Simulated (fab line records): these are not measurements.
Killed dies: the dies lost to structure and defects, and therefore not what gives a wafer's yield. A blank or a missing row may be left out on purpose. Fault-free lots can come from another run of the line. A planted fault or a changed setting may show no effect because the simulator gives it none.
fab line records	flow nand-harc
[record] lots = 14	wafers = 42	last-day = 24
route steps=1159 shown A_M0@1016 A_M1@1035
lots that met no fault: from a run of the same line without faults
start-h: hours from the record's first day to the start of the lot's first wafer shown	wait-h: hours elapsed since this lot's preceding step	" the same as in the row above	L1.1+2: a row that stands for several wafers	- value missing, or start not given	* or withheld: withheld	< > ~ a bound
route shown NAME@n: names a module that has steps shown in the file, with the first one's number in the route	usual: mean/standard deviation of fault-free wafers	same: alike in all rows	chamber/n: place in a boat	sites: the reading at each site	_std_site: their standard deviation	_edge_site: outer sites' mean less inner sites'	radius-mm: for every site, how far away it sits from the centre of the wafer	mask NAME#n: copy n	behind: the tool/chamber that last shaped the wafer	hold: why the lot was held/for how many hours/how that ended	device: transistor that didn't switch, given as n, p or np	end of line: the same wafers' tests at the end of the route	for a step that has no rows: nothing shown but its recipe	killed: not the wafer's yield, but the dies lost to structure and defects at the first sort	map: per-die view of a wafer (x killed, . not killed, _ where there is no die)
set.NAME: the setting as run; set.NAME@STEP: as run at that earlier step	model.NAME: the simulator's own value behind a step, which no gauge read
the route's steps for a sample of lots (tables are steps, rows are wafers)
services: a tool's chamber out of use, with start hour (start-h, from the record's first day; less than 0 if before it), hours out, and reason
[[steps]]
[step NHARC_A_M0_PVD_21]
[recipe] target-thk-a = 300	chamber-pressure-pa = 5	power-w = 5000	substrate-temp-c = 30	time-s = 20.49	material = Cu
[usual] throttle-valve-pct = 30.1/1.1
[same] time-s = 20.49
lot.wafer	tool	chamber	start-h	wait-h	throttle-valve-pct
L432.4	pvd-sputter-01	-	-	-	30.8
L432.6	"	-	"	"	27.4
L432.5	"	-	"	"	30.4
L434.3	pvd-sputter-02	-	-	-	30.7
L434.4	"	-	"	"	28.7
L434.1	"	-	"	"	30.2
L437.2	pvd-sputter-03	-	-	-	30.9
L437.6	"	-	"	"	29.3
L437.5	"	-	"	"	30.3
L433.4	pvd-sputter-02	-	-	-	30.8
L433.6	"	-	"	"	28.5
L433.5	"	-	"	"	30.4
L436.1	pvd-sputter-02	-	-	-	30.6
L436.2	"	-	"	"	31.0
L436.5	"	-	"	"	30.4
L438.3	pvd-sputter-03	-	-	-	30.1
L438.5	"	-	"	"	30.2
L438.6	"	-	"	"	31.6
L439.2	pvd-sputter-01	-	-	-	27.6
L439.4	"	-	"	"	30.2
L439.6	"	-	"	"	27.3
L441.1	pvd-sputter-02	-	-	-	30.4
L441.2	"	-	"	"	31.1
L441.5	"	-	"	"	30.4
L445.1	pvd-sputter-02	-	-	-	30.8
L445.6	"	-	"	"	28.5
L445.5	"	-	"	"	30.3
L450.3	pvd-sputter-03	-	-	-	30.7
L450.2	"	-	"	"	29.9
L450.4	"	-	"	"	29.0
L449.4	pvd-sputter-01	-	-	-	30.9
L449.3	"	-	"	"	30.4
L449.6	"	-	"	"	30.9
L448.1	pvd-sputter-01	-	-	-	27.4
L448.3	"	-	"	"	30.8
L448.6	"	-	"	"	27.4
L452.4	pvd-sputter-02	-	-	-	30.5
L452.3	"	-	"	"	28.8
L452.1	"	-	"	"	30.5
L454.2	pvd-sputter-03	-	-	-	29.2
L454.4	"	-	"	"	31.8
L454.6	"	-	"	"	30.1
[step NHARC_A_M0_THK_MEAS_24]
[recipe] thk-meas-gauge = xrf
[usual] thk-nm = 113.3/1.3
lot.wafer	tool	chamber	start-h	wait-h	thk-nm
L432.4	film-metro-02	-	394.27	-	113.1
L432.5	"	-	"	"	113.0
L432.6	"	-	"	"	113.3
L434.1	film-metro-01	-	405.94	-	114.8
L434.3	"	-	"	"	113.3
L434.4	"	-	"	"	113.0
L437.2	film-metro-02	-	407.38	-	113.3
L437.5	"	-	"	"	112.8
L437.6	"	-	"	"	114.2
L433.4	film-metro-02	-	412.89	-	110.7
L433.5	"	-	"	"	111.8
L433.6	"	-	"	"	112.0
L436.1	film-metro-01	-	419.28	-	111.7
L436.2	"	-	"	"	110.8
L436.5	"	-	"	"	113.1
L438.3	film-metro-02	-	445.40	-	113.9
L438.5	"	-	"	"	114.2
L438.6	"	-	"	"	113.0
L439.2	film-metro-02	-	446.00	-	113.6
L439.4	"	-	"	"	112.8
L439.6	"	-	"	"	114.8
L441.1	film-metro-01	-	452.54	-	115.5
L441.2	"	-	"	"	114.8
L441.5	"	-	"	"	112.9
L445.1	film-metro-02	-	480.92	-	112.8
L445.5	"	-	"	"	110.5
L445.6	"	-	"	"	112.4
L450.2	film-metro-01	-	498.66	-	114.7
L450.3	"	-	"	"	114.0
L450.4	"	-	"	"	113.1
L449.3	film-metro-01	-	499.04	-	113.8
L449.4	"	-	"	"	114.8
L449.6	"	-	"	"	112.9
L448.1	film-metro-02	-	512.09	-	112.3
L448.3	"	-	"	"	113.0
L448.6	"	-	"	"	113.5
L452.1	film-metro-02	-	523.30	-	114.1
L452.3	"	-	"	"	111.0
L452.4	"	-	"	"	110.8
L454.2	film-metro-01	-	535.45	-	113.7
L454.4	"	-	"	"	112.1
L454.6	"	-	"	"	111.5
[step NHARC_A_M1_DEVELOP_08]
[recipe] develop-time-s = 35	dev-temp-c = 23
[usual] chill-plate-temp-C = 22.99/0.1	develop-time-s = 35/0
lot.wafer	tool	chamber	start-h	wait-h	chill-plate-temp-C	develop-time-s
L432.4	litho-track-06	0	395	-	22.93	35
L432.5	"	0	"	"	22.90	35
L432.6	"	0	"	"	22.90	35
L434.1	litho-track-04	0	407	-	22.88	35
L434.3	"	0	"	"	22.86	35
L434.4	"	0	"	"	23.02	35
L437.2	litho-track-01	0	408	-	22.86	35
L437.5	"	0	"	"	23.10	35
L437.6	"	0	"	"	23.01	35
L433.4	litho-track-06	0	414	-	23.07	35
L433.5	"	0	"	"	22.97	35
L433.6	"	0	"	"	22.94	35
L436.1	litho-track-04	0	420	-	22.81	35
L436.2	"	0	"	"	22.97	35
L436.5	"	0	"	"	22.90	35
L438.3	litho-track-06	-	446	-	-	-
L438.5	"	-	"	"	-	-
L438.6	"	-	"	"	-	-
L439.2	litho-track-04	-	447	-	-	-
L439.4	"	-	"	"	-	-
L439.6	"	-	"	"	-	-
L441.1	litho-track-06	0	454	-	22.92	35
L441.2	"	0	"	"	22.92	35
L441.5	"	0	"	"	22.99	35
L445.1	litho-track-06	0	482	-	22.86	35
L445.5	"	0	"	"	23.05	35
L445.6	"	0	"	"	22.94	35
L450.2	litho-track-01	0	499	-	22.95	35
L450.3	"	0	"	"	23.12	35
L450.4	"	0	"	"	23.10	35
L449.3	litho-track-01	0	500	-	22.93	35
L449.4	"	0	"	"	23.07	35
L449.6	"	0	"	"	22.96	35
L448.1	litho-track-04	0	513	-	22.98	35
L448.3	"	0	"	"	23.14	35
L448.6	"	0	"	"	23.04	35
L452.1	litho-track-06	0	524	-	23.21	35
L452.3	"	0	"	"	22.98	35
L452.4	"	0	"	"	22.84	35
L454.2	litho-track-04	0	536	-	23.02	35
L454.4	"	0	"	"	22.86	35
L454.6	"	0	"	"	22.88	35
[step NHARC_A_M1_STRIP_18]
[recipe] power-w = 1000	n2-flow-sccm = 150	h2-flow-sccm = 150	ar-flow-sccm = 0	bias-w = 0	chemistry = N2/H2
[usual] drypump-motor-current-A = 5.8/0.44	h2-flow-sccm = 150.1/0.43	n2-flow-sccm = 150.0/0.42	oes-product-au = 1.002/0.0069	rf-fwd-power-W = 997/3.1	rf-vpp-V = 90.6/0.98	showerhead-plenum-p-Torr = 2.01/0.093	throttle-valve-pct = 14.172/0.0086
lot.wafer	tool	chamber	start-h	wait-h	drypump-motor-current-A	h2-flow-sccm	n2-flow-sccm	oes-product-au	rf-fwd-power-W	rf-hours-counter-h	rf-vpp-V	showerhead-plenum-p-Torr	throttle-valve-pct
L432.4	rie-diel-05	2	396.53	0.2	5.5	149.2	150.2	1.006	992	-	89.9	1.95	14.172
L432.6	"	1	"	"	6.3	149.9	149.6	1.014	994	-	90.8	2.15	14.182
L432.5	"	2	"	"	5.5	149.9	150.7	1.006	992	-	89.9	1.95	14.177
L434.4	rie-diel-05	3	408.16	0.1	5.0	149.6	149.9	0.994	1000	3	90.4	1.92	14.171
L434.1	"	0	"	"	6.0	150.4	150.7	0.997	993	4	90.7	1.98	14.176
L434.3	"	2	"	"	5.5	150.6	150.3	0.995	995	5	89.7	1.95	14.161
L437.2	rie-diel-05	0	409.69	0.1	6.0	149.9	149.5	1.005	997	4	90.5	1.98	14.188
L437.6	"	1	"	"	6.3	150.3	149.3	1.007	997	-	91.4	2.15	14.168
L437.5	"	2	"	"	5.5	149.9	149.9	0.996	997	-	89.0	1.95	14.182
L433.4	rie-diel-05	2	415.01	0.1	5.5	150.5	150.1	1.012	1001	6	91.0	1.95	14.180
L433.5	"	2	"	"	5.6	150.0	150.3	1.008	1003	-	89.9	1.95	14.166
L433.6	"	3	"	"	5.0	149.7	149.9	0.994	999	-	89.3	1.92	14.171
L436.1	rie-diel-08	3	421.44	0.1	6.2	150.4	149.8	1.009	1000	3	90.5	1.91	14.166
L436.2	"	1	"	"	6.2	150.5	150.0	1.005	992	3	89.5	1.98	14.165
L436.5	"	2	"	"	5.1	150.8	150.5	0.996	998	-	91.9	2.19	14.169
L438.3	rie-diel-07	2	447.59	0.1	6.1	149.9	149.8	1.011	998	3	90.7	2.05	14.167
L438.6	"	3	"	"	5.7	150.5	149.4	1.006	1000	-	90.3	1.92	14.156
L438.5	"	0	"	"	6.0	150.3	149.6	1.012	996	-	91.4	2.02	14.170
L439.4	rie-diel-08	1	448.12	0.1	6.2	149.8	149.9	1.000	997	3	89.3	1.98	14.163
L439.2	"	3	"	"	6.2	149.3	150.0	0.992	1001	4	89.3	1.91	14.167
L439.6	"	2	"	"	5.1	149.6	150.1	0.989	995	-	92.2	2.19	14.166
L441.1	rie-diel-08	1	454.98	0.1	6.3	150.4	149.7	1.004	991	4	90.0	1.98	14.169
L441.2	"	3	"	"	6.2	149.9	149.7	1.008	996	4	90.3	1.91	14.156
L441.5	"	1	"	"	6.2	149.9	150.0	1.006	989	-	90.5	1.98	14.170
L445.1	rie-diel-05	1	483.07	0.1	6.3	150.1	149.7	1.007	999	11	90.8	2.15	14.171
L445.5	"	3	"	"	5.0	149.7	150.5	1.003	993	-	90.5	1.92	14.174
L445.6	"	0	"	"	6.0	149.5	150.0	1.002	995	-	90.3	1.98	14.164
L450.4	rie-diel-08	3	500.66	0.1	6.2	149.9	149.9	1.002	999	0	91.2	1.91	14.170
L450.3	"	0	"	"	6.0	150.0	150.2	1.012	1000	0	90.6	2.06	14.183
L450.2	"	1	"	"	6.2	149.9	150.3	1.000	990	0	91.4	1.98	14.168
L449.3	rie-diel-07	3	501.16	0.1	5.7	150.8	150.0	1.001	998	5	89.8	1.92	14.169
L449.4	"	0	"	"	6.0	150.9	149.8	1.003	994	6	91.0	2.02	14.153
L449.6	"	0	"	"	6.0	150.6	149.9	0.993	997	-	90.0	2.02	14.188
L448.1	rie-diel-07	1	514.37	0.1	5.6	149.9	149.5	1.002	996	7	91.3	2.00	14.178
L448.3	"	0	"	"	6.0	150.2	150.5	1.010	998	7	89.5	2.02	14.171
L448.6	"	1	"	"	5.6	150.1	150.2	1.001	998	-	90.1	2.00	14.167
L452.1	rie-diel-07	0	525.53	0.1	6.0	150.4	151.0	0.996	996	7	91.5	2.02	14.187
L452.4	"	1	"	"	5.6	149.7	149.7	1.007	999	7	91.0	2.00	14.176
L452.3	"	3	"	"	5.7	150.3	150.4	0.994	997	6	89.5	1.92	14.171
L454.2	rie-diel-08	0	537.59	0.1	6.0	150.7	150.1	1.016	996	2	91.6	2.06	14.186
L454.4	"	0	"	"	6.0	150.4	149.5	1.005	996	-	90.9	2.06	14.175
L454.6	"	3	"	"	6.2	150.6	149.7	1.004	994	-	89.4	1.91	14.168
[[services]]
tool	chamber	start-h	hours	kind
rie-diel-05	0	374.10	-	clean
rie-diel-05	1	374.10	-	clean
rie-diel-05	2	374.10	-	clean
rie-diel-08	1	380.56	2.8	repair
rie-diel-07	-	382.85	1.6	repair
rie-diel-05	3	389.62	7.1	repair
pvd-sputter-02	-	392.03	10.0	pm
rie-diel-05	0	395.22	9.2	repair
rie-diel-05	3	403.33	3.4	repair
rie-diel-07	-	404.39	0.3	repair
rie-diel-07	-	405.23	9.0	pm
pvd-sputter-01	-	448.04	17.1	repair
rie-diel-08	0	450.57	13.5	repair
pvd-sputter-03	-	458.07	10.0	pm
litho-track-06	-	467.00	7.0	pm
rie-diel-08	-	478.80	9.0	pm
rie-diel-07	3	479.40	4.8	repair
litho-track-04	-	491.00	7.0	pm
rie-diel-05	2	506.36	4.1	repair
pvd-sputter-01	-	514.00	10.0	pm
rie-diel-05	-	517.60	9.0	pm
rie-diel-08	3	518.55	6.3	repair
rie-diel-08	2	527.76	13.6	repair
pvd-sputter-01	-	533.83	4.3	repair
[[key]]
[first-sign] step = NHARC_A_M1_DEVELOP_08	reading = tool-record	direction = missing
effect none on later readings
met-at NHARC_A_M1_DEVELOP_08
struck-lots L438,L439
later-rows-left-out L438.3,L438.5,L438.6,L439.2,L439.4,L439.6
sort-left-out L438.3,L438.5,L438.6,L439.2,L439.4,L439.6
not-acting-at NHARC_A_M0_PVD_21,NHARC_A_M0_THK_MEAS_24,NHARC_A_M1_STRIP_18
onset-between 420 446
[fault] kind = skipped-step-whole	tool = litho-track-04,litho-track-06	chamber = -	onset-h = 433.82	steps = NHARC_A_M1_DEVELOP_08	scope = struck-lots-only
// sort-left-out: the simulated sort isn't trusted on such a fault, so these wafers' sort isn't shown, and their yield isn't known
// later-rows-left-out: the simulator's readings of these wafers behind a module that went badly wrong aren't trusted and aren't shown, but for the sort
